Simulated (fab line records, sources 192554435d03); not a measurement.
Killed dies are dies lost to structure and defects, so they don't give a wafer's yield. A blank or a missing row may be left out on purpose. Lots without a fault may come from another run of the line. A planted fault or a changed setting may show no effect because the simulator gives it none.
Which tool did it? | flow n5_finfet | 9 lots, 26 wafers sampled, at 7 steps of a route of 1938

WHAT THE GAUGES READ, wafer by wafer
N5_BEOL_M10_CD_MEAS_18: pitch 140 nm, target cd 70 nm. Usual: cd_nm 69.8 nm, standard deviation 0.63.
lot  | measured     | on        | cd_nm (nm)     | flag
L515 | day 10 17:39 | cd_sem-02 | 69.8 70.4 70.3 |
L517 | day 10 21:57 | cd_sem-02 | 69.7 69.8 69.8 |
L518 | day 10 21:59 | cd_sem-01 | 70.0 70.5 70.8 |
L516 | day 10 22:41 | cd_sem-03 | 69.1 70.4 68.8 |
L521 | day 11 19:23 | cd_sem-01 | 69.9 69.9 69.3 |
L528 | day 13 19:58 | cd_sem-03 | 69.4 68.8 69.2 |
L526 | day 13 23:23 | cd_sem-01 | 70.1 71.0 70.2 |
L532 | day 14 08:25 | cd_sem-02 | 68.9 69.9      |
L534 | day 15 16:44 | cd_sem-02 | 69.3 69.9 69.8 |

N5_BEOL_M10_OCD_MEAS_38. Usual: trench_depth_nm 148.8 nm, standard deviation 2.2.
lot  | measured     | on     | trench_depth_nm (nm) | flag
L515 | day 10 20:35 | ocd-02 | 147.6 148.4 147.6    |
L517 | day 11 01:34 | ocd-02 | 151.9 145.8 146.7    |
L518 | day 11 01:32 | ocd-02 | 150.0 146.1 149.6    |
L516 | day 11 01:59 | ocd-02 | 149.3 147.2 147.8    |
L521 | day 11 20:40 | ocd-02 | 149.4 153.0 147.0    |
L528 | day 13 22:33 | ocd-01 | 147.0 151.0 149.5    |
L526 | day 14 01:43 | ocd-02 | 146.0 150.1 151.2    |
L532 | day 14 09:36 | ocd-01 | 149.2 149.4          |
L534 | day 15 17:57 | ocd-02 | 151.1 176.8 178.5    | OFF

N5_BEOL_M10_CD_MEAS_35: target cd 70 nm. Usual: cd_nm 69.8 nm, standard deviation 0.66.
lot  | measured     | on        | cd_nm (nm)     | flag
L515 | day 10 20:45 | cd_sem-02 | 70.3 70.9 70.5 |
L517 | day 11 01:43 | cd_sem-02 | 70.4 69.9 69.6 |
L518 | day 11 01:41 | cd_sem-03 | 69.9 70.6 71.0 |
L516 | day 11 02:09 | cd_sem-03 | 69.5 70.1 69.1 |
L521 | day 11 20:49 | cd_sem-03 | 70.1 69.9 69.3 |
L528 | day 13 22:42 | cd_sem-01 | 69.0 68.6 69.1 |
L526 | day 14 01:53 | cd_sem-02 | 70.3 71.2 69.8 |
L532 | day 14 09:45 | cd_sem-03 | 69.1 70.1      |
L534 | day 15 18:06 | cd_sem-02 | 69.5 69.7 69.7 |

N5_BEOL_M10_THK_MEAS_53: measures by xrf. Usual: M10_THK 139.9 nm, standard deviation 2.7.
lot  | measured     | on            | M10_THK (nm)      | flag
L515 | day 10 23:25 | film_metro-01 | 137.5 139.4 139.2 |
L517 | day 11 04:03 | film_metro-02 | 140.1 136.5 136.1 |
L518 | day 11 03:47 | film_metro-02 | 142.2 137.0 139.1 |
L516 | day 11 04:46 | film_metro-01 | 141.2 139.8 136.9 |
L521 | day 11 23:49 | film_metro-01 | 144.2 144.9 139.5 |
L528 | day 14 00:49 | film_metro-02 | 138.1 140.4 141.0 |
L526 | day 14 04:23 | film_metro-02 | 135.1 142.0 142.3 |
L532 | day 14 13:47 | film_metro-02 | 138.4 138.5       |
L534 | day 15 21:26 | film_metro-01 | 141.4 168.8 169.7 | OFF

N5_BEOL_M10_RS_MEAS_57: measures by four-point-probe. Usual: M10_RS 0.1511 ohm/sq, standard deviation 0.0028.
lot  | measured     | on            | M10_RS (ohm/sq)      | flag
L515 | day 10 23:34 | film_metro-01 | 0.1541 0.1517 0.1515 |
L517 | day 11 04:11 | film_metro-01 | 0.1477 0.1533 0.1529 |
L518 | day 11 03:55 | film_metro-02 | 0.1475 0.1540 0.1508 |
L516 | day 11 04:55 | film_metro-02 | 0.1516 0.1526 0.1552 |
L521 | day 11 23:57 | film_metro-01 | 0.1475 0.1466 0.1533 |
L528 | day 14 00:57 | film_metro-01 | 0.1522 0.1502 0.1495 |
L526 | day 14 04:32 | film_metro-02 | 0.1555 0.1489 0.1480 |
L532 | day 14 13:55 | film_metro-01 | 0.1520 0.1512        |
L534 | day 15 21:34 | film_metro-01 | 0.1493 0.1230 0.1227 | OFF

WHICH TOOL RAN EACH LOT (tool, then ch and the chambers of the sampled wafers, then the start)
lot  | N5_BEOL_M10_HM_OPEN_17            | N5_BEOL_M10_TRENCH_ETCH_37
L515 | rie_metal-02 ch 0,1, day 10 17:28 | rie_diel-02 ch 1,3, day 10 20:25
L517 | rie_metal-03 ch 0,1, day 10 21:37 | rie_diel-01 ch 0,1,2, day 11 01:23
L518 | rie_metal-01 ch 0,1, day 10 21:47 | rie_diel-02 ch 1,2, day 11 01:21
L516 | rie_metal-01 ch 0,1, day 10 22:32 | rie_diel-02 ch 1,2, day 11 01:49
L521 | rie_metal-03 ch 0,1, day 11 19:13 | rie_diel-01 ch 0,1,3, day 11 20:29
L528 | rie_metal-03 ch 0,1, day 13 19:47 | rie_diel-02 ch 0,2,3, day 13 22:22
L526 | rie_metal-01 ch 0,1, day 13 23:12 | rie_diel-01 ch 0,1,3, day 14 01:32
L532 | rie_metal-01 ch 1, day 14 08:14   | rie_diel-02 ch 1,2, day 14 09:25
L534 | rie_metal-01 ch 0,1, day 15 16:34 | rie_diel-02 ch 0,2, day 15 17:46
- N5_BEOL_M10_HM_OPEN_17: chemistry Cl2/BCl3, target TiN, target depth 20 nm, overetch 6 nm.
- N5_BEOL_M10_TRENCH_ETCH_37: etches SiCOH lowk in C4F6/O2, target depth 148.83 nm, time 48 s.

WHAT THE TOOLS THEMSELVES READ (means of the sampled wafers that have a number; where no wafer has one, the mark that the record gives instead)
N5_BEOL_M10_HM_OPEN_17. Usual: chamber_pressure_mTorr 10.000 mTorr, standard deviation 0.0085; drypump_motor_current_A 5.78 A, standard deviation 0.2; mfc_cl2_sccm 53.25 sccm, standard deviation 0.15; oes_product_au 0.65 a.u., standard deviation 0.039; throttle_valve_pct 22.12 %, standard deviation 0.27.
lot  | tool         | chamber_pressure_mTorr (mTorr) | drypump_motor_current_A (A) | mfc_cl2_sccm (sccm) | oes_product_au (a.u.) | throttle_valve_pct (%) | flag
L515 | rie_metal-02 | 9.999                          | 5.50                        | 53.34               | 0.65                  | 22.00                  |
L517 | rie_metal-03 | 10.001                         | 6.04                        | 53.12               | 0.71                  | 22.27                  |
L518 | rie_metal-01 | 10.010                         | 5.81                        | 53.35               | 0.65                  | 22.04                  |
L516 | rie_metal-01 | 9.997                          | 5.82                        | 53.16               | 0.66                  | 22.27                  |
L521 | rie_metal-03 | 10.000                         | 6.03                        | 53.26               | 0.66                  | 22.07                  |
L528 | rie_metal-03 | 10.003                         | 6.03                        | 53.27               | 0.65                  | 22.09                  |
L526 | rie_metal-01 | 9.996                          | 5.82                        | 53.20               | 0.64                  | 22.28                  |
L532 | rie_metal-01 | 10.006                         | 5.81                        | 53.45               | 0.62                  | 22.54                  |
L534 | rie_metal-01 | 10.002                         | 5.84                        | 53.12               | 0.64                  | 22.28                  |

N5_BEOL_M10_TRENCH_ETCH_37. Usual: C4F6_flow_sccm 9.997 sccm, standard deviation 0.028; chamber_pressure_mTorr 29.997 mTorr, standard deviation 0.027; drypump_motor_current_A 5.8 A, standard deviation 0.33; oes_ar_750_au 0.82 a.u., standard deviation 0.061; oes_f_703_au 0.82 a.u., standard deviation 0.061; oes_o_777_au 0.83 a.u., standard deviation 0.064; oes_product_au 0.83 a.u., standard deviation 0.065; rf_fwd_power_W 341.2 W, standard deviation 1.3; rf_vpp_V 673 V, standard deviation 12; showerhead_plenum_p_Torr 2.89 Torr, standard deviation 0.071; throttle_valve_pct 20.86 %, standard deviation 0.27.
lot  | tool        | C4F6_flow_sccm (sccm) | chamber_pressure_mTorr (mTorr) | drypump_motor_current_A (A) | oes_ar_750_au (a.u.) | oes_f_703_au (a.u.) | oes_o_777_au (a.u.) | oes_product_au (a.u.) | rf_fwd_power_W (W) | rf_vpp_V (V) | showerhead_plenum_p_Torr (Torr) | throttle_valve_pct (%) | flag
L515 | rie_diel-02 | 10.006                | 29.989                         | 5.5                         | 0.80                 | 0.81                | 0.82                | 0.80                  | 341.5              | 661          | 2.92                            | 20.84                  |
L517 | rie_diel-01 | 9.993                 | 29.997                         | 6.0                         | 0.81                 | 0.81                | 0.82                | 0.81                  | 339.2              | 675          | 2.89                            | 20.84                  |
L518 | rie_diel-02 | 10.011                | 30.010                         | 6.0                         | 0.80                 | 0.79                | 0.79                | 0.80                  | 341.0              | 687          | 2.89                            | 20.78                  |
L516 | rie_diel-02 | 9.969                 | 30.007                         | 5.7                         | 0.75                 | 0.74                | 0.75                | 0.75                  | 340.2              | 676          | 2.91                            | 21.10                  |
L521 | rie_diel-01 | 10.018                | 30.019                         | 5.8                         | 0.85                 | 0.85                | 0.86                | 0.85                  | 341.2              | 670          | 2.92                            | 20.88                  |
L528 | rie_diel-02 | 9.980                 | 29.973                         | 5.9                         | 0.81                 | 0.81                | 0.81                | 0.81                  | 341.5              | 675          | 2.87                            | 20.63                  |
L526 | rie_diel-01 | 10.014                | 29.993                         | 5.8                         | 0.82                 | 0.83                | 0.83                | 0.82                  | 340.8              | 671          | 2.91                            | 20.90                  |
L532 | rie_diel-02 | 9.992                 | 30.014                         | 5.8                         | 0.90                 | 0.89                | 0.89                | 0.90                  | 343.2              | 682          | 2.89                            | 20.84                  |
L534 | rie_diel-02 | 10.000                | 30.023                         | 6.1                         | 0.95                 | 1.17                | 1.11                | 0.85                  | 478.6              | 586          | 2.86                            | 20.74                  | OFF

THE ANSWER, worked out from the rows above alone
Rule: a lot is off if the mean of its wafers that have a number lies more than 3 standard deviations from the usual mean. A lot without any number at a reading at which 4 lots or more have one is off too. The other lots that the step has rows for count as sound. The gauges are gone through in route order, then the tools' own readings, and for those a lot's mean is taken as printed above. The first step at which some lot is off is used, and at that step the reading that is off furthest; a lot without a number counts as furthest.
Off: L534, at N5_BEOL_M10_OCD_MEAS_38 (trench_depth_nm).
A tool fits if, at a process step before that reading, it ran every lot that is off, and no sound lot after the first of them. The gauges at N5_BEOL_M10_OCD_MEAS_38 aren't tried: what is off there is off at N5_BEOL_M10_THK_MEAS_53 too, on other tools, and a gauge's error can't cause that. Can't be told from this: 2 tools fit, rie_metal-01 at N5_BEOL_M10_HM_OPEN_17, rie_diel-02 at N5_BEOL_M10_TRENCH_ETCH_37.

WHAT THE SIMULATOR HAD PUT IN
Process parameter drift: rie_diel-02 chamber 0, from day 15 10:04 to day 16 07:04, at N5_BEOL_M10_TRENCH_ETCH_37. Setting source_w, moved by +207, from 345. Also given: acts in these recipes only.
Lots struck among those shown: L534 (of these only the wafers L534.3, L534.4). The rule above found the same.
